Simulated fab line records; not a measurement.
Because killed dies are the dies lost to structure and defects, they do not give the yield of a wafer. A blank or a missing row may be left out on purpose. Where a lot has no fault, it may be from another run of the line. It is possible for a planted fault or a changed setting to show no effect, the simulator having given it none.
Struck lot and sound lot, side by side | flow n5-finfet | 35 steps out of a route of 1938
Sound: wafers L759.1, L759.3, L759.5. Struck: wafer L750.6. (L750.1 of the same lot was not struck and is left out.) The cause comes at the end.
Per side, at each step with rows, come the tool, then ch with its chambers, and then its first start. Under that, the readings that differ: sound wafers | struck wafers | difference of the means | sigmas: that difference in standard deviations of wafers without a fault.
alike: readings whose means differ by less than 2 such deviations, and words and numbers that are the same on both sides. not compared: withheld readings, readings that some wafer has no value for, bounds like >300 that may hide the same value, and numbers for which the record gives no deviation and whose values overlap.
A row with sigmas, a row that says differs or no value, or rows on one side alone: a step with any of these is where the two part. Numbers that have no deviation but don't overlap get no sigmas and don't part them. A reading that every wafer of one side lacks parts them only if that side has two wafers or more.

first, 8 steps without rows for these wafers: N5_ILD0_LINER_00 (material SiNx, target thk 4 nm, pulse time 1 s, purge time 2 s); N5_ILD0_FCVD_FILL_01 (material SiO2 flowable, target thk 200 nm, time 328.3 s); N5_ILD0_CURE_02 (time 1800 s); N5_ILD0_CMP_03 (polishes, stops on SiNx, t overpolish 1.9 s, target thk 197.38 nm); N5_ILD0_CMP_07 (polishes SiO2 flowable, stops on poly-Si, t overpolish 1.18 s, target thk 138.88 nm); N5_ILD0_PRECLEAN_10 (cleans in NF3:NH3, afs cycles 5, time 20 s, sublimation time 60 s); N5_ILD0_ALD_15 (deposits SiNx, target thk 24 nm, pulse time 1 s, ald cycles 480); N5_ILD0_CMP_12 (polishes SiNx, stops on poly-Si, t overpolish 6 s, target thk 17.67 nm).
N5_SDB_HM_DEP_00: deposits SiNx from SiH4/NH3/N2, target thk 40 nm, time 35.3 s.
  sound on pecvd-02 ch 0,2, day 9 07:01; struck on pecvd-04 ch 1, day 6 23:55
  reading                                 | sound        | struck | difference | sigmas
  model.SiNx_of_SDB_HM_DEP_00.thk-nm (nm) | 39.4 39.4 40 | 76.4   | +36.8      |
  alike: heater-power-w, showerhead-plenum-p-Torr, showerhead-vpp-V, susceptor-temp-C, throttle-valve-pct
then, 13 steps without rows for these wafers: N5_SDB_COAT_03 (time 60 s, resist thk 100 nm); N5_SDB_COAT_04 (time 60 s, resist thk 18 nm); N5_SDB_COAT_05 (resist thk 90 nm); N5_SDB_EBR_07; N5_SDB_SOFTBAKE_06 (time 60 s); N5_SDB_EXPOSE_08 (exposes mask SDB); N5_SDB_PEB_09 (peb time 60 s); N5_SDB_DEVELOP_10 (develop time 30 s); N5_SDB_DESCUM_16 (chemistry O2, time 7.9 s); N5_SDB_ETCH_17 (etches SiARC in CF4, target depth 23.4 nm, time 39 s); N5_SDB_ETCH_18 (etches SOC in N2/H2, target depth 100 nm, overetch 20 nm, time 150 s); N5_SDB_STRIP_19 (strips in N2/H2); N5_SDB_STRIP_21 (strips in CF4).
N5_SDB_HM_OPEN_20: chemistry CH3F/O2, target SiNx, stops on poly-Si, target depth 24 nm.
  sound on rie-diel-03 ch 1,2, day 9 07:39; struck on rie-diel-04 ch 3, day 7 00:41
  reading                  | sound             | struck | difference | sigmas
  oes-product-au (a.u.)    | 0.72 0.55 0.72    | 0.88   | +0.22      | +3
  model.etch.depth-nm (nm) | 23.34 23.48 23.94 | 34.32  | +10.73     |
  alike: O2_flow_sccm, drypump-motor-current-A, oes_ar_750_au, rf-vpp-V, showerhead-plenum-p-Torr, throttle-valve-pct
  not compared: rf-hours-counter-h
then, 5 steps without rows for these wafers: N5_SDB_STRIP_22 (strips in N2/H2); N5_SDB_PRECLEAN_23 (cleans in dHF, time 30 s); N5_SDB_DUMMY_REMOVE_24 (chemistry TMAH, target poly-Si, stops on SiO2, target depth 142 nm, time 57 s, rinse time 30 s); N5_SDB_ETCH_25 (etches SiO2 in C4F6/O2, target depth 10 nm, time 3.3 s); N5_SDB_CUT_ETCH_26 (etches Si in HBr/Cl2/O2, target depth 129.6 nm, bt time 20 s, time 51.8 s).
N5_SDB_PRECLEAN_38: cleans in dHF, time 10 s.
  sound on wet-bench-06 ch 1,6,7, day 9 08:28; struck on wet-bench-05 ch 4, day 7 01:13
  reading                                 | sound          | struck | difference | sigmas
  model.SiNx_of_SDB_HM_DEP_00.thk-nm (nm) | 21.4 21.8 22.2 | 58.4   | +36.6      |
then, 3 steps without rows for these wafers: N5_SDB_PRECLEAN_39 (cleans in O3/DIW, time 45 s); N5_SDB_SRD_28 (time 30 s); N5_SDB_ALD_29 (deposits SiNx, target thk 30 nm, pulse time 1 s, ald cycles 600).
N5_SDB_CMP_30: polishes, stops on poly-Si, t overpolish 1.54 s, target thk 30 nm.
  sound on cmp-04 ch 0,1,2, day 9 11:16; struck on cmp-01 ch 0, day 7 04:07
  reading                | sound          | struck | difference | sigmas
  time-to-endpoint-s (s) | 16.5 19.4 19.3 | 31.4   | +13.0      | +5
  alike: motor-current-A, slurry-filter-dp-kPa
N5_BEOL_M4_RC_MEAS_101:
  the record has rows for the sound wafers here (prober-02 ch 0, day 13 15:17) and none for the struck ones
-- a jump in the record: the struck wafers' starts before and after are 9 days apart (it breaks off in module BEOL_M4 and resumes in module PASSIVATION, where the first step shown is number 1936 of the route) --
N5_PASSIVATION_PROBE_49:
  sound on prober-01, day 18 13:35; struck on prober-02, day 15 18:52
  reading                  | sound          | struck | difference | sigmas
  defect-limited-yield (%) | 89.5 90.2 90.3 | 0      | -90        | -69
  killed-at-contacts       | 5 14 2         | 29     | +22        | +3
  killed-at-front-end      | 60 58 49       | 1088   | +1032      | +99 or more
  killed-dies              | 124 116 114    | 1180   | +1062      | +71
  killed-on-rim            | 20 12 21       | 152    | +134       | +30
  sort_bin_5_function (%)  | 6.1 5.3 5.8    | 95.4   | +89.7      | +99
  sort-n-pass              | 1056 1064 1066 | 0      | -1062      | -71
  sort-yield-pct (%)       | 89.5 90.2 90.3 | 0      | -90        | -69
  alike: killed_at_M0_to_M3, killed_at_M4_up, killed-at-other, killed-open, killed-short, sort_bin_6_memory, sort_bin_8_speed

== WHERE THEY PART ==
Last at N5_PASSIVATION_PROBE_49 as far as this record goes, first at N5_SDB_HM_OPEN_20.

WHY: what had been put in by the simulator
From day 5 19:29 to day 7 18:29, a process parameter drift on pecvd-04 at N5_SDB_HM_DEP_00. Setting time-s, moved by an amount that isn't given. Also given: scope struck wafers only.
